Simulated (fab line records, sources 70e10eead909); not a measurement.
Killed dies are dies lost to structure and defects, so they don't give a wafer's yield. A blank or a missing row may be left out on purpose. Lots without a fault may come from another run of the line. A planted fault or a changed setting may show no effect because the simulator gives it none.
Chamber matching | flow nand_harc | NHARC_P_GATE_ETCH_104 on rie_diel-06: 4 sister chambers
The step etches the open film in CF4/CHF3, target depth 60 nm. 8 wafers are shown with their chamber, then 7 later ones without.

WAFERS WITH THEIR CHAMBER
wafer  | chamber | rf_vpp_V (V) | rf_fwd_power_W (W)
L082.1 | 3       | 369.0        | 497.2
L083.4 | 2       | 370.6        | 494.9
L083.6 | 0       | 372.9        | 492.3
L085.1 | 2       | 370.2        | 494.8
L085.3 | 3       | 369.3        | 495.0
L085.5 | 1       | 371.2        | 493.3
L086.3 | 1       | 372.2        | 493.0
L086.4 | 0       | 373.4        | 492.4

WAFERS WITHOUT THEIR CHAMBER
wafer  | rf_vpp_V (V) | rf_fwd_power_W (W)
L086.6 | 370.9        | 496.3
L089.2 | 373.1        | 490.0
L089.3 | 373.1        | 492.7
L089.5 | 373.6        | 490.2
L090.1 | 373.6        | 492.9
L090.2 | 369.8        | 495.9
L090.6 | 372.3        | 493.0

WHICH CHAMBER EACH WENT THROUGH
wafer  | from the rows above     | in truth
L086.6 | can't be placed: 2 or 3 | 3
L089.2 | 0                       | 0
L089.3 | 0                       | 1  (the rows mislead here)
L089.5 | 0                       | 0
L090.1 | 0                       | 0
L090.2 | can't be placed: 3 or 2 | 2
L090.6 | can't be placed: 1 or 0 | 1
Placed correctly: 3 of 7. Can't be placed from these rows: 3 (the true chamber is among the candidates in 3). Placed wrongly: 1.
How it was worked out, from the rows above alone: a wafer's distance from a chamber is the root of the sum, over the readings, of the square of ((its reading less the chamber's mean) divided by the reading's scatter). The wafer belongs to the nearest chamber; if the next one is less than 2 further off, it can't be placed. A chamber's mean is the mean of its shown wafers. The scatter: the root of (the sum of the squares of (reading less its chamber's mean) over the shown wafers, divided by (wafers less chambers)).
